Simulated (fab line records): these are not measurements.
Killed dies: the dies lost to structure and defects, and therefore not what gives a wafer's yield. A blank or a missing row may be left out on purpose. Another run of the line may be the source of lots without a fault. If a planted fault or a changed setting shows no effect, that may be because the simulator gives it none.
Which tool did it?	flow n5_finfet	10 lots with 28 wafers sampled at 8 steps, on a route of 1938 steps

WHAT EACH GAUGE READ, for each wafer
N5_FIN_SAQP_INSPECT_18: inspects for defects (brightfield). Usual: raw_defect_count 474, standard deviation 130.
lot	measured	on	raw_defect_count	flag
L122	day 1 23:35	defect_inspect-01	562 675 502	
L127	day 3 05:05	defect_inspect-01	410 391 265	
L129	day 3 16:31	defect_inspect-01	382 269	
L130	day 3 23:04	defect_inspect-01	349 412	
L136	day 5 09:53	defect_inspect-02	668 520 345	
L137	day 5 15:35	defect_inspect-01	348 518 748	
L138	day 5 22:32	defect_inspect-01	861 885 738	
L139	day 6 04:05	defect_inspect-01	413 472 563	
L141	day 6 18:30	defect_inspect-01	847 769 969	
L145	day 7 16:22	defect_inspect-01	488 575 829	

N5_FIN_SAQP_INSPECT_40: inspects for defects (brightfield). Usual: raw_defect_count 242, standard deviation 66.
lot	measured	on	raw_defect_count	flag
L122	day 2 04:16	defect_inspect-01	249 324 225	
L127	day 3 09:29	defect_inspect-02	231 178 249	
L129	day 3 22:56	defect_inspect-01	375 272	
L130	day 4 03:34	defect_inspect-02	312 261	
L136	day 5 14:15	defect_inspect-01	240 239 169	
L137	day 5 20:47	defect_inspect-01	228 212 213	
L138	day 6 02:50	defect_inspect-01	670 659 564	OFF
L139	day 6 08:35	defect_inspect-01	240 185 160	
L141	day 7 00:26	defect_inspect-01	601 568 642	OFF
L145	day 7 20:34	defect_inspect-01	237 204 326	

N5_FIN_CUT_INSPECT_10: inspects for defects (brightfield). Usual: raw_defect_count 45, standard deviation 12.
lot	measured	on	raw_defect_count	flag
L122	day 2 04:39	defect_inspect-01	47 59 53	
L127	day 3 09:53	defect_inspect-01	50 35 40	
L129	day 3 23:20	defect_inspect-02	71 43	
L130	day 4 04:06	defect_inspect-01	57 47	
L136	day 5 14:46	defect_inspect-01	47 35 40	
L137	day 5 21:19	defect_inspect-01	36 38 34	
L138	day 6 03:14	defect_inspect-02	465 420 442	OFF
L139	day 6 09:06	defect_inspect-01	41 31 34	
L141	day 7 00:57	defect_inspect-01	436 419 427	OFF
L145	day 7 20:57	defect_inspect-02	32 34 59	

N5_FIN_CUT_INSPECT_17: inspects for defects (brightfield). Usual: raw_defect_count 248, standard deviation 65.
lot	measured	on	raw_defect_count	flag
L122	day 2 05:36	defect_inspect-01	259 324 207	
L127	day 3 11:02	defect_inspect-02	245 174 253	
L129	day 4 00:31	defect_inspect-02	391 274	
L130	day 4 05:30	defect_inspect-01	296 266	
L136	day 5 15:43	defect_inspect-01	230 249 168	
L137	day 5 22:16	defect_inspect-01	244 229 231	
L138	day 6 04:25	defect_inspect-02	715 694 595	OFF
L139	day 6 10:03	defect_inspect-01	270 178 183	
L141	day 7 01:54	defect_inspect-01	602 562 649	OFF
L145	day 7 22:29	defect_inspect-01	245 200 304	

TOOL THAT RAN EACH LOT (tool first, then ch and the chambers of the sampled wafers, then the start)
lot	N5_FIN_SAQP_DENSIFY_62	N5_FIN_SAQP_PECVD_06	N5_FIN_SAQP_HM_DEP_72	N5_FIN_SAQP_ETCH_52
L122	rtp_anneal-02 ch 0, day 1 22:28	pecvd-03 ch 0,1,2, day 1 22:57	pecvd-01 ch 0,1,2, day 1 23:05	rie_diel-06 ch 1,3, day 1 23:44
L127	rtp_anneal-01 ch 0, day 3 04:02	pecvd-03 ch 0,2, day 3 04:27	pecvd-02 ch 0,2, day 3 04:34	rie_diel-01 ch 0,2,3, day 3 05:13
L129	rtp_anneal-02 ch 0, day 3 15:42	pecvd-03 ch 0,1, day 3 16:02	pecvd-03 ch 1,2, day 3 16:09	rie_diel-01 ch 0,3, day 3 16:41
L130	rtp_anneal-02 ch 0, day 3 22:00	pecvd-03 ch 2, day 3 22:26	pecvd-02 ch 0, day 3 22:34	rie_diel-01 ch 2,3, day 3 23:12
L136	rtp_anneal-01 ch 0, day 5 08:57	pecvd-03 ch 0,1,2, day 5 09:22	pecvd-01 ch 0,1,2, day 5 09:31	rie_diel-05 ch 1,2,3, day 5 10:01
L137	rtp_anneal-01 ch 0, day 5 14:37	pecvd-01 ch 0,1,2, day 5 14:58	pecvd-02 ch 0,1,2, day 5 15:05	rie_diel-06 ch 0,2,3, day 5 16:18
L138	rtp_anneal-01 ch 0, day 5 21:29	pecvd-03 ch 0,1,2, day 5 21:54	pecvd-02 ch 0,1,2, day 5 22:02	rie_diel-06 ch 0,1,2, day 5 22:40
L139	rtp_anneal-02 ch 0, day 6 03:02	pecvd-01 ch 1,2, day 6 03:28	pecvd-01 ch 0,1, day 6 03:35	rie_diel-06 ch 1,3, day 6 04:13
L141	rtp_anneal-02 ch 0, day 6 17:33	pecvd-03 ch 0,2, day 6 17:58	pecvd-02 ch 0,1, day 6 18:07	rie_diel-01 ch 0,2, day 6 19:26
L145	rtp_anneal-02 ch 0, day 7 15:19	pecvd-02 ch 0,1,2, day 7 15:44	pecvd-03 ch 0,2, day 7 15:52	rie_diel-05 ch 0,1,3, day 7 16:30
- N5_FIN_SAQP_DENSIFY_62: time 60 s.
- N5_FIN_SAQP_PECVD_06: deposits a-Si from SiH4/He, target thk 60 nm, time 48.1 s.
- N5_FIN_SAQP_HM_DEP_72: deposits SiO2 from SiH4/N2O, target thk 12 nm, time 7.2 s.
- N5_FIN_SAQP_ETCH_52: etches SOC in N2/H2, target depth 100 nm, overetch 20 nm, time 150 s.

AS READ BY THE TOOLS THEMSELVES (means over the sampled wafers that have a number; for cases with no such wafer, the mark the record gives instead)
N5_FIN_SAQP_DENSIFY_62. Usual: lamp_power_pct 9.85 %, standard deviation 0.058; lamp_zone_2_pct 9.847 %, standard deviation 0.011; lamp_zone_5_pct 9.847 %, standard deviation 0.012; wafer_temp_C_max 703.2, standard deviation 0.7.
lot	tool	lamp_power_pct (%)	lamp_zone_2_pct (%)	lamp_zone_5_pct (%)	wafer_temp_C_max	flag
L122	rtp_anneal-02	9.83	9.854	9.846	703.3	
L127	rtp_anneal-01	9.84	9.839	9.844	703.3	
L129	rtp_anneal-02	9.90	9.854	9.845	703.1	
L130	rtp_anneal-02	9.88	9.844	9.843	703.1	
L136	rtp_anneal-01	9.85	9.849	9.857	702.8	
L137	rtp_anneal-01	9.83	9.843	9.839	703.5	
L138	rtp_anneal-01	9.85	9.840	9.854	703.1	
L139	rtp_anneal-02	9.85	9.849	9.850	703.4	
L141	rtp_anneal-02	9.84	9.849	9.833	703.5	
L145	rtp_anneal-02	9.90	9.844	9.853	703.5	

N5_FIN_SAQP_PECVD_06. Usual: heater_power_outer_w 507 W, standard deviation 68; heater_power_w 837 W, standard deviation 82; showerhead_plenum_p_Torr 5.65 Torr, standard deviation 0.058; throttle_valve_pct 18.2 %, standard deviation 0.97.
lot	tool	heater_power_outer_w (W)	heater_power_w (W)	showerhead_plenum_p_Torr (Torr)	throttle_valve_pct (%)	flag
L122	pecvd-03	475	789	5.70	18.0	
L127	pecvd-03	492	834	5.70	18.1	
L129	pecvd-03	479	780	5.72	18.5	
L130	pecvd-03	478	840	5.67	17.2	
L136	pecvd-03	483	797	5.71	18.2	
L137	pecvd-01	548	916	5.60	18.5	
L138	pecvd-03	484	809	5.70	18.2	
L139	pecvd-01	488	855	5.57	19.3	
L141	pecvd-03	502	860	5.68	17.7	
L145	pecvd-02	482	779	5.66	17.5	

N5_FIN_SAQP_HM_DEP_72. Usual: heater_power_outer_w 455 W, standard deviation 61; heater_power_w 760 W, standard deviation 77; showerhead_plenum_p_Torr 8.11 Torr, standard deviation 0.14.
lot	tool	heater_power_outer_w (W)	heater_power_w (W)	showerhead_plenum_p_Torr (Torr)	flag
L122	pecvd-01	474	812	7.97	
L127	pecvd-02	451	743	8.10	
L129	pecvd-03	539	882	8.23	
L130	pecvd-02	429	701	8.06	
L136	pecvd-01	482	809	7.97	
L137	pecvd-02	443	720	8.15	
L138	pecvd-02	420	698	8.16	
L139	pecvd-01	425	747	7.93	
L141	pecvd-02	399	684	8.20	
L145	pecvd-03	460	785	8.20	

N5_FIN_SAQP_ETCH_52. Usual: drypump_motor_current_A 5.7 A, standard deviation 0.41; oes_product_au 0.72 a.u., standard deviation 0.084; rf_vpp_V 524.7 V, standard deviation 2.1; showerhead_plenum_p_Torr 2.57 Torr, standard deviation 0.071; temp_c 40.00 C, standard deviation 0.11; throttle_valve_pct 17.82 %, standard deviation 0.21.
lot	tool	drypump_motor_current_A (A)	oes_product_au (a.u.)	rf_vpp_V (V)	showerhead_plenum_p_Torr (Torr)	temp_c (C)	throttle_valve_pct (%)	flag
L122	rie_diel-06	5.8	0.66	522.2	2.49	39.96	17.89	
L127	rie_diel-01	5.3	0.70	526.0	2.61	40.09	17.81	
L129	rie_diel-01	5.5	0.73	526.1	2.60	39.95	17.72	
L130	rie_diel-01	5.2	0.64	526.5	2.62	40.06	17.95	
L136	rie_diel-05	6.0	0.77	523.6	2.54	40.00	17.88	
L137	rie_diel-06	5.2	0.70	527.0	2.62	39.87	17.89	
L138	rie_diel-06	5.6	0.71	524.6	2.56	40.12	17.88	
L139	rie_diel-06	5.8	0.64	521.9	2.47	39.97	17.94	
L141	rie_diel-01	5.2	0.81	525.2	2.58	40.18	17.57	
L145	rie_diel-05	6.0	0.71	524.0	2.56	40.08	17.83	

THE ANSWER, worked out from the rows above alone
Rule: a lot counts as off when the mean over its wafers that have a number is more than 3 standard deviations away from the usual mean. A lot without any number at a reading at which 4 lots or more have one is off too. Where the step has rows for the other lots, those lots are counted as sound. The gauges are gone through in route order, then the tools' own readings, and for those a lot's mean is taken as printed above. At the first step where some lot is off, the reading lying furthest off is the one used; lots without a number count as furthest.
Off: L138, L141, at N5_FIN_SAQP_INSPECT_40 (raw_defect_count).
If a tool, at a process step before that reading, ran all the lots that are off and no sound lot after the first of them, it fits. Those tools and the gauges at N5_FIN_SAQP_INSPECT_40 are tried in the same way. Can't be told from this: 2 tools fit, pecvd-03 at N5_FIN_SAQP_PECVD_06, pecvd-02 at N5_FIN_SAQP_HM_DEP_72.

WHAT HAD BEEN PUT IN BY THE SIMULATOR
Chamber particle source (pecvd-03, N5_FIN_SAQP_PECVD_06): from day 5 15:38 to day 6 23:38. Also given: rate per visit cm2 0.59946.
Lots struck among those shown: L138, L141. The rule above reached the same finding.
